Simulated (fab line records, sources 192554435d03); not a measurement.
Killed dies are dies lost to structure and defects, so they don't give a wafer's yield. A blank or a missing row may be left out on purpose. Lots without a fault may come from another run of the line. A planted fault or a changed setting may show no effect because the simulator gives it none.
One fault seen from 3 desks | flow n5_finfet | each desk has only its own numbers; what lay behind them comes last

THE TOOL OWNER'S DESK: arfi_scanner-03
The tool's own readings at N5_BEOL_M7_EXPOSE_08 (exposes mask M7): means of the sampled wafers that have a number, for each lot that ran on this tool. A lot is out of limits, marked OUT, if its mean lies more than 4 standard deviations from the usual mean; the brackets give that distance.
Columns: A = exposure_dose_mJ_cm2 at N5_BEOL_M7_EXPOSE_08, usual 68.20
lot  | first seen here | A
L707 | day 9 12:56     | 68.23
L711 | day 10 08:41    | 68.20
L721 | day 13 04:20    | 72.21 (+61) OUT
L725 | day 14 07:10    | 71.42 (+49) OUT
This desk's finding: out of limits on L721, L725; first on L721, day 13 04:20 (exposure_dose_mJ_cm2 at N5_BEOL_M7_EXPOSE_08). In limits: L707, L711.

THE DEFECT DESK
What the inspections along the route counted, lot by lot: means of the sampled wafers that have a number. A lot is out of limits, marked OUT, if its mean lies more than 4 standard deviations from the usual mean; the brackets give that distance.
Columns: A = raw_defect_count at N5_BEOL_M6_INSPECT_58, usual 76
lot  | first seen here | A
L707 | day 9 11:50     | 51
L711 | day 10 07:26    | 64
L721 | day 13 02:51    | 94
L722 | day 13 13:43    | 84
L725 | day 14 04:17    | 94
L726 | day 14 04:39    | 88
L727 | day 14 20:41    | 54
This desk's finding: nothing out of limits on any of the 7 lots.

THE METROLOGY DESK
What the gauges read, lot by lot, whatever tool the lot ran on: means of the sampled wafers that have a number. A lot is out of limits, marked OUT, if its mean lies more than 4 standard deviations from the usual mean; the brackets give that distance. Of its 27 readings 7 are shown: the one that was out of limits first, and those that lie furthest out on some lot.
Columns: A = cd_nm at N5_BEOL_M7_CD_MEAS_11, usual 38.6 nm; B = cd_nm at N5_BEOL_M7_CD_MEAS_18, usual 40.1 nm; C = COMB_M6 at N5_BEOL_M15_RC_MEAS_101, usual 2.6e-11 S/m; D = SERP_M5 at N5_BEOL_M15_RC_MEAS_101, usual 39.9 ohm/um; E = SERP_M7 at N5_BEOL_M15_RC_MEAS_101, usual 13.8 ohm/um; F = SERP_M7_max_site at N5_BEOL_M15_RC_MEAS_101, usual 14.4 ohm/um; G = SERP_M9 at N5_BEOL_M15_RC_MEAS_101, usual 3.07 ohm/um
lot  | first seen here | A               | B               | C       | D    | E    | F    | G
L707 | day 9 13:04     | 38.2            | 39.9            | 2.9e-11 | 39.8 | 13.9 | 14.5 | 3.11
L711 | day 10 08:49    | 39.0            | 40.3            | 2.5e-11 | 39.7 | 13.3 | 13.9 | 3.15
L721 | day 13 04:28    | 42.6 (+7.1) OUT | 44.3 (+6.5) OUT | 2.4e-11 | 40.1 | 11.7 | 12.0 | 3.06
L722 | day 13 15:41    | 38.3            | 39.3            | 2.5e-11 | 41.1 | 14.4 | 15.3 | 2.90
L726 | day 14 07:07    | 38.1            | 39.7            | 2.6e-11 | 41.5 | 13.9 | 14.7 | 3.03
L725 | day 14 07:17    | 40.7            | 42.2            | 3.9e-11 | 40.1 | 12.5 | 13.0 | 3.06
L727 | day 14 23:07    | 38.6            | 39.9            | 2.6e-11 | 36.2 | 13.7 | 14.2 | 3.05
This desk's finding: out of limits on L721; first on L721, day 13 04:28 (cd_nm at N5_BEOL_M7_CD_MEAS_11). In limits: L707, L711, L722, L726, L725, L727.

PUT TOGETHER
The tool owner's desk could have raised an alarm at day 13 04:20, on L721, L725.
The metrology desk could have raised an alarm at day 13 04:28, on L721.
The defect desk saw nothing out of limits.
The defect desk has L721, L725 on record, within its limits.
The metrology desk has L725 on record, within its limits.
Of the lots named, all ran N5_BEOL_M7_EXPOSE_08 on arfi_scanner-03.

WHAT THE SIMULATOR HAD PUT IN
Process parameter drift: arfi_scanner-03, from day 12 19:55 on, at N5_BEOL_M7_EXPOSE_08. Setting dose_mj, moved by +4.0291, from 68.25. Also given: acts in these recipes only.
Lots struck among those shown: L721, L725.
Hours from the fault's start to each desk's first reading out of limits: the tool owner's desk, 8; the metrology desk, 9.
